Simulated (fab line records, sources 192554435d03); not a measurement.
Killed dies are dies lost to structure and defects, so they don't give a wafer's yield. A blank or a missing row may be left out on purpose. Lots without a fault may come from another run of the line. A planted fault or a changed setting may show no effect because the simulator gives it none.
Split-lot experiment | flow n5_finfet | 7 lots, 21 wafers read, on a route of 1938 steps

THE SPLIT
At N5_GATE_CUT_COAT_35 (time 60 s, resist thk 10 nm), the setting spin_rpm was moved away from the recipe's 1500 rpm on 10 of the 21 wafers read, by -11.1% to +10.5%. The other wafers ran this setting at the recipe's value.

FROM THE SPLIT TO THE READING: what the file shows between them, 6 steps
- N5_GATE_CUT_COAT_27: time 60 s, resist thk 10 nm (also split here: spin_rpm)
- N5_GATE_CUT_COAT_07: resist thk 30 nm
- N5_GATE_CUT_EBR_09
- N5_GATE_CUT_DESCUM_18: chemistry O2, time 7 s
- N5_GATE_CUT_ETCH_28: etches underlayer in N2/H2, target depth 13 nm, time 10.4 s
- N5_GATE_CUT_ETCH_36: etches SiARC in CF4, target depth 13 nm, time 21.7 s

THE READING
SiARC_of_GATE_CUT_COAT_35.thk_nm (the simulator's own value, which no gauge read), in nm, at N5_GATE_CUT_ETCH_37 (etches SOC in N2/H2, target depth 60 nm, overetch 12 nm, time 90 s). The file gives no usual value for it. The 11 wafers here that ran the recipe average 6.0 nm, standard deviation 0.057 nm.

wafer  | tool, chamber at the split | spin_rpm as run, rpm | against the recipe | SiARC_of_GATE_CUT_COAT_35.thk_nm, nm | against lot-mates on the recipe
L076.1 | litho_track-02, 0          | 1500                 | recipe             | 6                                    | -
L076.6 | litho_track-02, 0          | 1500                 | recipe             | 6                                    | -
L076.5 | litho_track-02, 0          | 1334                 | -11.1%             | 6.6                                  | +0.6
L080.1 | litho_track-05, 0          | 1500                 | recipe             | 6                                    | -
L080.6 | litho_track-05, 0          | 1500                 | recipe             | 6                                    | -
L080.2 | litho_track-05, 0          | 1405                 | -6.3%              | 6.4                                  | +0.4
L086.3 | litho_track-02, 0          | 1658                 | +10.5%             | 5.6                                  | -0.4
L086.4 | litho_track-02, 0          | 1658                 | +10.5%             | 5.6                                  | -0.4
L086.5 | litho_track-02, 0          | 1500                 | recipe             | 6                                    | -
L091.1 | litho_track-05, 0          | 1639                 | +9.3%              | 5.6                                  | -0.4
L091.3 | litho_track-05, 0          | 1500                 | recipe             | 6                                    | -
L091.5 | litho_track-05, 0          | 1500                 | recipe             | 6                                    | -
L093.1 | litho_track-02, 0          | 1500                 | recipe             | 6                                    | -
L093.5 | litho_track-02, 0          | 1500                 | recipe             | 6                                    | -
L093.4 | litho_track-02, 0          | 1500                 | recipe             | 6.2                                  | -
L096.1 | litho_track-02, 0          | 1368                 | -8.8%              | 6.6                                  | +0.6
L096.5 | litho_track-02, 0          | 1368                 | -8.8%              | 6.6                                  | +0.6
L096.6 | litho_track-02, 0          | 1500                 | recipe             | 6                                    | -
L097.2 | litho_track-05, 0          | 1611                 | +7.4%              | 5.6                                  | no lot-mate on the recipe
L097.5 | litho_track-05, 0          | 1611                 | +7.4%              | 5.6                                  | no lot-mate on the recipe
L097.6 | litho_track-05, 0          | 1611                 | +7.4%              | 5.6                                  | no lot-mate on the recipe

THE FIT
A straight line over all 21 wafers: SiARC_of_GATE_CUT_COAT_35.thk_nm changes by -0.0526 nm for each +1% of spin_rpm; r = -0.98; the points scatter about the line by 0.072 nm.
The same after taking each lot's own level away (the mean of its wafers on the recipe; 18 wafers): -0.0507 nm for each +1%; r = -0.97; scatter 0.075 nm.
On that fit, the largest move of spin_rpm shifts the reading by 0.56 nm.
The lots' own levels span 6.00 to 6.07 nm, that is 1.2 times the standard deviation above.
So the lot-to-lot level changes the slope little: the two slopes agree.
Check: with one of the wafers moved furthest among these (-11.1%) left out of the fit, the line predicts +0.604 nm for it against its lot-mates. It came out at +0.6 nm against them.

OTHER SPLITS ON THESE WAFERS
These wafers also went through other splits before the reading. Each is held against what the fit with the lots' levels taken away leaves over:
other split on the same wafers | wafers away from the commonest value | r with SiARC_of_GATE_CUT_COAT_35.thk_nm (lot level and that fit taken away)
N5_GATE_CUT_COAT_27 spin_rpm   | 7                                    | -0.01

THE WHOLE CHAIN: every reading that the file lists as answering this split, in the file's order
step                | what it does                                                       | reading                                                                           | change (the file's fit)                | r (the file's)
N5_GATE_CUT_COAT_35 | time 60 s, resist thk 10 nm                                        | SiARC_of_GATE_CUT_COAT_35.thk_nm (the simulator's own value, which no gauge read) | -0.0536 nm for each +1% of the setting | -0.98
N5_GATE_CUT_ETCH_36 | etches SiARC in CF4, target depth 13 nm, time 21.7 s               | etch.depth_nm (the simulator's own value, which no gauge read)                    | -0.0513 nm for each +1% of the setting | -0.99
N5_GATE_CUT_ETCH_37 | etches SOC in N2/H2, target depth 60 nm, overetch 12 nm, time 90 s | SiARC_of_GATE_CUT_COAT_35.thk_nm (the simulator's own value, which no gauge read) | -0.0512 nm for each +1% of the setting | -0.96

THE FILE'S OWN FIT
SiARC_of_GATE_CUT_COAT_35.thk_nm changes by -0.0512 nm for each +1% of spin_rpm, r = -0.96.
